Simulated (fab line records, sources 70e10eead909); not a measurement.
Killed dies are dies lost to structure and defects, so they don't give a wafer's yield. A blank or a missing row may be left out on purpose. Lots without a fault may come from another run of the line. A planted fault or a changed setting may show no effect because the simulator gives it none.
Problem report in the 8D (eight disciplines) form, filled by code | flow nand_harc | the parts of the form that need people (team, actions taken, sign-off) are left out

1. THE PROBLEM
mfc_precursor_sccm at NHARC_A_CONTACT_DEP_24 reads a mean of 167.9 sccm on 2 wafers of 2 lots; wafers without a fault read 161.4 sccm with a standard deviation of 0.47. That is +14 standard deviations from the usual mean.
The step: deposits SiO2, target thk 500 nm.
First seen on wafer L793.3, day 27 06:18, on pecvd-03. The record holds 39 wafers of 13 lots with a number at this step. Rule for "out", or "out of limits": more than 4 standard deviations from the usual mean. The other wafers with a number count as sound.

2. WHAT IT IS AND WHAT IT IS NOT
question                    | is                 | is not
which readings at this step | mfc_precursor_sccm | heater_power_outer_w, heater_power_w, throttle_valve_pct
which lots                  | L793, L794         | L777, L778, L779, L780, L782, L783, L784, L786, L792, L799, L800
which wafers of those lots  | L793.3, L794.5     | L793.1, L793.2, L794.1, L794.6
read on which tools         | pecvd-03           | pecvd-01, pecvd-04
when                        | from day 27 06:18  | up to then (26 sound wafers); but 11 sound wafers of L792, L794, L799, L800 came after

3. SUSPECTS, AND WHAT RULES EACH OUT
Counting: a tool at a process step up to the reading stays a suspect if it ran every lot that is out. Sound lots after the first of them don't rule it out here, since some wafers of a struck lot are sound.
- pecvd-03 at NHARC_A_CONTACT_DEP_24 (deposits SiO2, target thk 500 nm): kept. It ran every lot that is out, first L793 (day 27 06:18); its last sound lot up to then is L786 (day 25 07:32). Its own readings are out on those wafers: mfc_precursor_sccm.
- Within pecvd-03 at NHARC_A_CONTACT_DEP_24: the wafers that are out ran in chamber 0; their sound lot-mates ran in chambers 1, 2.
Left after counting: pecvd-03 at NHARC_A_CONTACT_DEP_24.

4. THE CAUSE (what the simulator had put in)
Process parameter drift: pecvd-03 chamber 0, from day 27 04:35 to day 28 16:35, at NHARC_A_CONTACT_DEP_24. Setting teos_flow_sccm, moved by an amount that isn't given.
Counting left only this tool.

5. THE CHAIN OF EFFECTS, in route order
Each row: a reading whose mean over the struck wafers that have a number lies more than 3 standard deviations from the usual. Only readings for which the record gives a usual standard deviation are gone through. hours: the time from each lot's start at the first step in this table that gives one to its start at this step, as a median over the lots. sigmas: the change in usual standard deviations.
hours | step                   | reading            | usual      | on struck wafers | change | sigmas
0     | NHARC_A_CONTACT_DEP_24 | mfc_precursor_sccm | 161.4 sccm | 167.9            | +6.5   | +14
The process steps in it:
- NHARC_A_CONTACT_DEP_24: deposits SiO2, target thk 500 nm.
Later measuring or inspecting steps at which every struck wafer that the step has a row for has a number for every such reading, and none has moved that far: NHARC_A_CONTACT_OVL_MEAS_43, NHARC_END_SORT_01.

6. WHAT WOULD HAVE CAUGHT IT SOONER
In this record the first reading out of limits was taken at day 27 06:18, 2 hours after the fault began at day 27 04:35.
